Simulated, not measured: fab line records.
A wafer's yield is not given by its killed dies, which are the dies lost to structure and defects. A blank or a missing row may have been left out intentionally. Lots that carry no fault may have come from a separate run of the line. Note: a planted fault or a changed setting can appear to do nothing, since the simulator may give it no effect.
fab line records | flow n5_finfet | part 2 of 2: steps 6 to 6 of 6
record: lots: 8 | wafers: 24 | last_day: 19
route steps=1938 shown SD_EPI_N@275 SD_EPI_P@306 BEOL_M4@1111 PASSIVATION@1936
lots untouched by any fault: they come from a run of this same line in which no faults occurred
start_h: start of the lot's first displayed wafer, in hours after the record's first day | wait_h: hours from the lot's prior step to this one | " repeats the value in the row above | L1.1+2: one row covering several wafers at once | - no value present, or no start provided | * or withheld: withheld | < > ~ a bound
route shown NAME@n: a module of which the file shows steps, and the number in the route of the first | usual: mean/standard deviation of fault-free wafers | same: alike in all rows | chamber/n: place in a boat | sites: readings site by site | _std_site: the values' standard deviation | _edge_site: inner sites' mean taken away from outer sites' mean | radius_mm: how far each site lies from the wafer's centre | mask NAME#n: copy n | behind: tool/chamber where the wafer was last shaped | hold: why the lot went on hold/how many hours it stayed there/how the hold came to an end | device: names the non-switching transistor (n, p or np) | end of line: tests run on the same wafers once the route is complete | step lacking rows: just its recipe | killed: at the first sort, the dies lost to defects and structure; wafer yield is something else | map: shows each die of a wafer: x if killed, . if not, _ if none is there
set.NAME: the setting as run; set.NAME@STEP: as run at that earlier step | model.NAME: the simulator's own value behind a step, which no gauge read
a sample of lots followed through the steps of the route, with each step as a table and each wafer as a row
services: a tool's chamber out of use, with start hour (start_h, from the record's first day; less than 0 if before it), hours out, and reason
== steps ==
step: N5_PASSIVATION_PROBE_49
usual: defect_limited_yield: 91.6/1.6 | killed_at_M0_to_M3: 32/9.7 | killed_at_M4_up: 13/4.4 | killed_at_contacts: 12/6.5 | killed_at_front_end: 38/12 | killed_at_other: 3.7/3 | killed_dies: 99/18 | killed_open: 66/14 | killed_short: 32/7.5 | sort_bin_5_function: 4.9/1 | sort_bin_6_memory: 3.2/0.73 | sort_bin_8_speed: 0/0 | sort_n_pass: 1081/18 | sort_yield_pct: 91.6/1.6
same: gross_dies: 1180 | killed_at_back_side: 0 | sort_bin_4_leakage[%]: 0
lot.wafer | tool      | chamber | start_h | wait_h | defect_limited_yield[%] | killed_at_M0_to_M3 | killed_at_M4_up | killed_at_contacts | killed_at_front_end | killed_at_other | killed_dies | killed_open | killed_short | sort_bin_5_function[%] | sort_bin_6_memory[%] | sort_bin_8_speed[%] | sort_n_pass | sort_yield_pct[%]
L878.1    | prober-01 | -       | 289.43  | 0.0    | 92.0                    | 16                 | 12              | 22                 | 41                  | 3               | 94          | 67          | 27           | 4.8                    | 3.1                  | 0                   | 1086        | 92.0
L878.3    | prober-01 | -       | 289.53  | 0.1    | 90.3                    | 34                 | 17              | 32                 | 31                  | 1               | 115         | 77          | 38           | 6.0                    | 3.2                  | 0                   | 1065        | 90.3
L878.5    | prober-01 | -       | 289.63  | 0.2    | 90.6                    | 28                 | 17              | 15                 | 50                  | 1               | 111         | 64          | 43           | 5.3                    | 3.5                  | 0                   | 1069        | 90.6
L880.1    | prober-01 | -       | 299.13  | 0.0    | 90.3                    | 39                 | 8               | 16                 | 48                  | 4               | 115         | 85          | 30           | 4.7                    | 5.0                  | 0                   | 1065        | 90.3
L880.2    | prober-01 | -       | 299.18  | 0.1    | 89.0                    | 56                 | 13              | 8                  | 52                  | 1               | 130         | 93          | 37           | 5.6                    | 4.8                  | 0                   | 1050        | 89.0
L880.4    | prober-01 | -       | 299.28  | 0.2    | 91.4                    | 43                 | 12              | 9                  | 34                  | 3               | 101         | 64          | 37           | 4.9                    | 3.4                  | 0                   | 1079        | 91.4
L881.2    | prober-02 | -       | 299.79  | 0.1    | 92.4                    | 26                 | 10              | 19                 | 31                  | 4               | 90          | 58          | 32           | 4.8                    | 2.6                  | 0                   | 1090        | 92.4
L881.5    | prober-02 | -       | 299.94  | 0.2    | 91.9                    | 26                 | 9               | 24                 | 30                  | 6               | 95          | 66          | 29           | 4.7                    | 3.0                  | 0                   | 1085        | 91.9
L881.6    | prober-02 | -       | 299.99  | 0.3    | 91.4                    | 26                 | 7               | 12                 | 52                  | 4               | 101         | 64          | 35           | 4.7                    | 3.6                  | 0                   | 1079        | 91.4
L886.2    | prober-02 | -       | 353.72  | 0.1    | 93.2                    | 32                 | 14              | 17                 | 14                  | 3               | 80          | 63          | 17           | 3.8                    | 2.9                  | 93.22               | 0           | 0
L886.3    | prober-02 | -       | 353.77  | 0.1    | 90.4                    | 39                 | 13              | 8                  | 44                  | 9               | 113         | 75          | 36           | 5.6                    | 3.7                  | 90.42               | 0           | 0
L886.5    | prober-02 | -       | 353.87  | 0.2    | 91.7                    | 27                 | 9               | 9                  | 43                  | 10              | 98          | 63          | 34           | 4.6                    | 3.3                  | 91.69               | 0           | 0
L887.3    | prober-02 | -       | 408.41  | 0.1    | 93.6                    | 31                 | 16              | 2                  | 25                  | 2               | 76          | 53          | 21           | 4.2                    | 1.9                  | 93.56               | 0           | 0
L887.4    | prober-02 | -       | 408.46  | 0.2    | 91.9                    | 24                 | 16              | 16                 | 27                  | 12              | 95          | 65          | 28           | 4.7                    | 3.1                  | 91.95               | 0           | 0
L887.5    | prober-02 | -       | 408.51  | 0.2    | 94.7                    | 20                 | 11              | 7                  | 19                  | 6               | 63          | 37          | 23           | 3.6                    | 1.8                  | 94.66               | 0           | 0
L894.2    | prober-01 | -       | 419.34  | 0.1    | 90.0                    | 42                 | 10              | 10                 | 45                  | 11              | 118         | 74          | 43           | 5.7                    | 4.1                  | 0                   | 1062        | 90.0
L894.3    | prober-01 | -       | 419.39  | 0.1    | 92.3                    | 30                 | 11              | 3                  | 45                  | 2               | 91          | 51          | 36           | 4.7                    | 2.5                  | 0                   | 1089        | 92.3
L894.6    | prober-01 | -       | 419.54  | 0.3    | 91.6                    | 40                 | 12              | 8                  | 37                  | 2               | 99          | 70          | 29           | 5.5                    | 2.7                  | 0                   | 1081        | 91.6
L896.1    | prober-01 | -       | 434.31  | 0.0    | 89.1                    | 25                 | 23              | 21                 | 59                  | 1               | 129         | 100         | 28           | 6.4                    | 4.2                  | 0                   | 1051        | 89.1
L896.2    | prober-01 | -       | 434.36  | 0.1    | 91.1                    | 24                 | 13              | 17                 | 47                  | 4               | 105         | 79          | 25           | 4.7                    | 4.1                  | 0                   | 1075        | 91.1
L896.6    | prober-01 | -       | 434.56  | 0.3    | 91.7                    | 26                 | 17              | 9                  | 42                  | 4               | 98          | 68          | 29           | 4.2                    | 3.8                  | 0                   | 1082        | 91.7
L898.1    | prober-02 | -       | 449.64  | 0.0    | 93.8                    | 15                 | 8               | 11                 | 39                  | 0               | 73          | 46          | 24           | 4.3                    | 1.5                  | 0                   | 1107        | 93.8
L898.2    | prober-02 | -       | 449.69  | 0.1    | 93.1                    | 23                 | 9               | 5                  | 43                  | 1               | 81          | 55          | 23           | 4.0                    | 2.6                  | 0                   | 1099        | 93.1
L898.3    | prober-02 | -       | 449.74  | 0.1    | 95.0                    | 18                 | 8               | 5                  | 27                  | 1               | 59          | 37          | 20           | 2.8                    | 1.9                  | 0                   | 1121        | 95.0
killed by level:class
L878.1 MOL_CONTACT_COAG:geometric_particle:open=19 STI_FIN_REVEAL:geometric_particle:open=10 ILD0:geometric_particle:short=8 BEOL_M1:geometric_particle:open=6 STARTING-WAFER:geometric_particle:open=6 FIN_SAQP:geometric_particle:open=4 FIN_SAQP:geometric_particle:short=3 MOL_CONTACT_COAG:geometric_particle:short=3
L878.3 MOL_CONTACT_COAG:geometric_particle:open=25 BEOL_M0_SAQP:geometric_particle:open=10 STI_FIN_REVEAL:geometric_particle:open=8 BEOL_M1:geometric_particle:open=8 BEOL_M4:geometric_particle:short=8 MOL_CONTACT_COAG:geometric_particle:short=7 FIN_CUT:geometric_particle:short=5 BEOL_M0_SAQP:geometric_particle:short=5
L878.5 STI_FIN_REVEAL:geometric_particle:open=9 MOL_CONTACT_COAG:geometric_particle:open=9 BEOL_M1:geometric_particle:open=9 FIN_SAQP:geometric_particle:open=8 DUMMY_GATE:geometric_particle:open=8 FIN_SAQP:geometric_particle:short=7 BEOL_M1:geometric_particle:short=7 MOL_CONTACT_COAG:geometric_particle:short=6
L880.1 MOL_CONTACT_COAG:geometric_particle:open=13 BEOL_M0:geometric_particle:open=10 BEOL_M1:geometric_particle:open=10 FIN_SAQP:geometric_particle:open=8 BEOL_M3:geometric_particle:open=7 GATE_CUT:geometric_particle:short=6 STI_FIN_REVEAL:geometric_particle:open=5 DUMMY_GATE:geometric_particle:open=5
L880.2 STI_FIN_REVEAL:geometric_particle:open=18 BEOL_M0_SAQP:geometric_particle:short=11 BEOL_M3:geometric_particle:open=11 BEOL_M0_SAQP:geometric_particle:open=10 DUMMY_GATE:geometric_particle:open=8 BEOL_M1:geometric_particle:open=8 GATE_CUT:geometric_particle:open=6 FIN_SAQP:geometric_particle:open=5
L880.4 STI_FIN_REVEAL:geometric_particle:open=14 BEOL_M0_SAQP:geometric_particle:short=13 BEOL_M1:geometric_particle:open=11 BEOL_M0_SAQP:geometric_particle:open=8 MOL_CONTACT_COAG:geometric_particle:open=6 DUMMY_GATE:geometric_particle:open=5 BEOL_M4:geometric_particle:open=5 FIN_SAQP:geometric_particle:open=4
L881.2 FIN_SAQP:geometric_particle:open=11 MOL_CONTACT_COAG:geometric_particle:open=11 MOL_CONTACT_COAG:geometric_particle:short=8 BEOL_M0:geometric_particle:open=5 BEOL_M3:geometric_particle:open=5 STI_FIN_REVEAL:geometric_particle:open=4 GATE_CUT:geometric_particle:open=4 GATE_CUT:geometric_particle:short=4
L881.5 MOL_CONTACT_COAG:geometric_particle:open=15 DUMMY_GATE:geometric_particle:open=9 MOL_CONTACT_COAG:geometric_particle:short=9 BEOL_M0_SAQP:geometric_particle:open=6 BEOL_M2:geometric_particle:open=5 BEOL_M3:geometric_particle:open=5 FIN_SAQP:geometric_particle:open=4 BEOL_M0_SAQP:geometric_particle:short=4
L881.6 STI_FIN_REVEAL:geometric_particle:open=16 MOL_CONTACT_COAG:geometric_particle:open=12 GATE_CUT:geometric_particle:short=9 BEOL_M2:geometric_particle:short=7 BEOL_M3:geometric_particle:open=7 DUMMY_GATE:geometric_particle:open=5 BEOL_M0:geometric_particle:open=5 STI_FIN_REVEAL:geometric_particle:short=4
L886.2 MOL_CONTACT_COAG:geometric_particle:open=16 BEOL_M3:geometric_particle:open=10 BEOL_M0_SAQP:geometric_particle:short=8 BEOL_M2:geometric_particle:open=7 BEOL_M0_SAQP:geometric_particle:open=5 BEOL_M7:geometric_particle:open=5 DUMMY_GATE:geometric_particle:open=4 GATE_CUT:geometric_particle:short=4
L886.3 BEOL_M0_SAQP:geometric_particle:open=12 BEOL_M2:geometric_particle:open=9 BEOL_M0_SAQP:geometric_particle:short=8 GATE_CUT:geometric_particle:short=7 MOL_CONTACT_COAG:geometric_particle:open=7 BEOL_M3:geometric_particle:open=6 FIN_SAQP:geometric_particle:short=5 STARTING-WAFER:geometric_particle:short=5
L886.5 STI_FIN_REVEAL:geometric_particle:open=11 MOL_CONTACT_COAG:geometric_particle:open=9 DUMMY_GATE:geometric_particle:open=8 FIN_SAQP:geometric_particle:short=7 BEOL_M2:geometric_particle:open=7 BEOL_M3:geometric_particle:open=5 BEOL_M0_SAQP:geometric_particle:short=4 BEOL_M1:geometric_particle:short=4
L887.3 BEOL_M3:geometric_particle:open=13 BEOL_M1:geometric_particle:open=6 BEOL_M4:geometric_particle:open=5 GATE_CUT:geometric_particle:open=4 BEOL_M3:geometric_particle:short=4 FIN_SAQP:geometric_particle:short=3 FIN_SAQP:geometric_particle:open=3 DUMMY_GATE:geometric_particle:open=3
L887.4 MOL_CONTACT_COAG:geometric_particle:open=12 BEOL_M3:geometric_particle:open=10 DUMMY_GATE:geometric_particle:open=5 MIM_TOP_ETCH:geometric_particle:open=5 BEOL_M1:geometric_particle:open=5 PASS1_CAP:geometric_particle:short=5 BEOL_M3:geometric_particle:short=4 BEOL_M5:geometric_particle:open=4
L887.5 BEOL_M2:geometric_particle:open=8 STI_FIN_REVEAL:geometric_particle:open=4 MOL_CONTACT_COAG:geometric_particle:open=4 BEOL_M4:geometric_particle:open=4 STARTING-WAFER:geometric_particle:short=4 MOL_CONTACT_COAG:geometric_particle:short=3 BEOL_M0_SAQP:geometric_particle:short=3 MIM_TOP_ETCH:geometric_particle:open=3
L894.2 FIN_SAQP:geometric_particle:short=14 BEOL_M3:geometric_particle:open=12 FIN_SAQP:geometric_particle:open=9 MOL_CONTACT_COAG:geometric_particle:open=8 BEOL_M0_SAQP:geometric_particle:open=8 BEOL_M1:geometric_particle:open=7 PASS1_DEP:geometric_particle:short=6 GATE_CUT:geometric_particle:short=5
L894.3 FIN_SAQP:geometric_particle:open=9 FIN_SAQP:geometric_particle:short=7 BEOL_M0_SAQP:geometric_particle:short=7 STI_FIN_REVEAL:geometric_particle:open=6 GATE_CUT:geometric_particle:short=6 BEOL_M3:geometric_particle:open=5 STARTING-WAFER:geometric_particle:short=5 BEOL_M0:geometric_particle:open=4
L894.6 FIN_SAQP:geometric_particle:short=9 STI_FIN_REVEAL:geometric_particle:open=9 BEOL_M3:geometric_particle:open=9 FIN_SAQP:geometric_particle:open=8 MOL_CONTACT_COAG:geometric_particle:open=8 BEOL_M2:geometric_particle:open=8 BEOL_M0_SAQP:geometric_particle:open=7 BEOL_M4:geometric_particle:open=5
L896.1 FIN_SAQP:geometric_particle:open=20 BEOL_M4:geometric_particle:open=19 MOL_CONTACT_COAG:geometric_particle:open=18 STI_FIN_REVEAL:geometric_particle:open=14 FIN_SAQP:geometric_particle:short=9 BEOL_M0_SAQP:geometric_particle:open=9 BEOL_M3:geometric_particle:open=8 STI_FIN_REVEAL:geometric_particle:short=5
L896.2 MOL_CONTACT_COAG:geometric_particle:open=15 STI_FIN_REVEAL:geometric_particle:open=14 BEOL_M4:geometric_particle:open=10 BEOL_M1:geometric_particle:open=8 DUMMY_GATE:geometric_particle:open=7 BEOL_M2:geometric_particle:open=6 STARTING-WAFER:geometric_particle:open=5 FIN_SAQP:geometric_particle:open=4
L896.6 STI_FIN_REVEAL:geometric_particle:open=11 FIN_SAQP:geometric_particle:open=10 MOL_CONTACT_COAG:geometric_particle:open=8 BEOL_M1:geometric_particle:open=7 BEOL_M3:geometric_particle:open=6 DUMMY_GATE:geometric_particle:open=5 FIN_SAQP:geometric_particle:short=4 BEOL_M0_SAQP:geometric_particle:short=4
L898.1 STI_FIN_REVEAL:geometric_particle:open=12 MOL_CONTACT_COAG:geometric_particle:open=8 FIN_SAQP:geometric_particle:open=6 BEOL_M2:geometric_particle:open=5 DUMMY_GATE:geometric_particle:open=4 GATE_CUT:geometric_particle:short=4 FIN_SAQP:geometric_particle:short=3 BEOL_M0_SAQP:geometric_particle:short=3
L898.2 FIN_SAQP:geometric_particle:open=12 BEOL_M0_SAQP:geometric_particle:short=10 BEOL_M0_SAQP:geometric_particle:open=9 STI_FIN_REVEAL:geometric_particle:open=7 MOL_CONTACT_COAG:geometric_particle:open=5 DUMMY_GATE:geometric_particle:short=4 GATE_CUT:geometric_particle:open=4 FIN_SAQP:geometric_particle:short=3
L898.3 DUMMY_GATE:geometric_particle:open=6 FIN_SAQP:geometric_particle:short=5 MOL_CONTACT_COAG:geometric_particle:open=4 BEOL_M0_SAQP:geometric_particle:open=3 BEOL_M0_SAQP:geometric_particle:short=3 BEOL_M3:geometric_particle:open=3 STARTING-WAFER:geometric_particle:short=3 FIN_SAQP:geometric_particle:open=2
== services ==
tool         | chamber | start_h | hours | kind
rie_diel-06  | 0       | 28.99   | 6.7   | repair
rie_diel-03  | 0       | 30.72   | -     | clean
rie_diel-03  | 0       | 30.72   | -     | consumable_replace:focus_ring
rie_diel-03  | 0       | 30.72   | 21.0  | scheduled_down
rie_diel-03  | 0       | 30.72   | 21.0  | vent_cycle
rie_diel-01  | -       | 31.91   | 2.8   | pm
rie_diel-04  | 1       | 61.26   | 8.9   | repair
epi_rpcvd-02 | -       | 84.66   | 0.5   | pm
rie_diel-03  | 1       | 92.93   | 14.9  | repair
rie_diel-04  | 3       | 101.78  | -     | clean
rie_diel-04  | 3       | 101.78  | -     | consumable_replace:focus_ring
rie_diel-04  | 3       | 101.78  | 28.4  | scheduled_down
rie_diel-04  | 3       | 101.78  | 28.4  | vent_cycle
epi_rpcvd-04 | -       | 116.76  | 7.7   | repair
rie_diel-04  | -       | 119.54  | 2.3   | repair
rie_diel-06  | 2       | 125.76  | 11.1  | repair
rie_diel-05  | -       | 132.88  | 14.6  | pm
rie_diel-03  | 1       | 145.19  | 1.6   | repair
rie_diel-06  | -       | 158.33  | 2.8   | pm
rie_diel-06  | 2       | 163.27  | 9.2   | repair
rie_diel-05  | 1       | 173.90  | 8.8   | repair
epi_rpcvd-04 | -       | 175.04  | 2.7   | repair
rie_diel-04  | 1       | 176.16  | 8.1   | repair
rie_diel-03  | -       | 177.21  | 0.8   | repair
== key ==
first_sign: step: N5_SD_EPI_P_VAPOR_ETCH_44 | reading: tool_record | direction: missing
effect: step: N5_BEOL_M4_RC_MEAS_101 | reading: REXT_P | direction: up | sigmas: 77 | usual: 101.3 | struck: 300.5
effect: step: N5_BEOL_M4_RC_MEAS_101 | reading: ION_P | direction: down | sigmas: 27 | usual: 464 | struck: 295
effect: step: N5_BEOL_M4_RC_MEAS_101 | reading: VT_P_LVT | direction: down | sigmas: 15 | usual: -99.0 | struck: -139.0
effect: step: N5_BEOL_M4_RC_MEAS_101 | reading: VT_P | direction: down | sigmas: 13 | usual: -249 | struck: -289
effect: step: N5_BEOL_M4_RC_MEAS_101 | reading: CJ_P | direction: down | sigmas: 9 | usual: 5.82 | struck: 4.50
effect: step: N5_BEOL_M4_RC_MEAS_101 | reading: DIBL_P | direction: down | sigmas: 7.5 | usual: 36.4 | struck: 25.6
effect: step: N5_BEOL_M4_RC_MEAS_101 | reading: IOFF_P_85C | direction: down | sigmas: 7 | usual: 3.8 | struck: 0.8
effect: step: N5_BEOL_M4_RC_MEAS_101 | reading: IOFF_P_LIN | direction: down | sigmas: 6.9 | usual: 0.104 | struck: 0.023
effect: step: N5_BEOL_M4_RC_MEAS_101 | reading: IOFF_P | direction: down | sigmas: 6.3 | usual: 0.219 | struck: 0.036
effect: step: N5_BEOL_M4_RC_MEAS_101 | reading: SS_P | direction: down | sigmas: 3.5 | usual: 73.4 | struck: 71.3
effect: step: N5_PASSIVATION_PROBE_49 | reading: sort_bin_8_speed | direction: up | sigmas: 99+ | usual: 0 | struck: 92.58
met_at N5_SD_EPI_P_VAPOR_ETCH_44
struck_lots L886,L887
not_acting_at N5_SD_EPI_N_ETCH_35,N5_SD_EPI_N_ETCH_45,N5_SD_EPI_P_DESCUM_14
onset_between 74.24 104.72
fault: kind: skipped_step_whole | tool: epi_rpcvd-02,epi_rpcvd-04 | chamber: - | onset_h: 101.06 | steps: N5_SD_EPI_P_VAPOR_ETCH_44 | scope: struck_lots_only
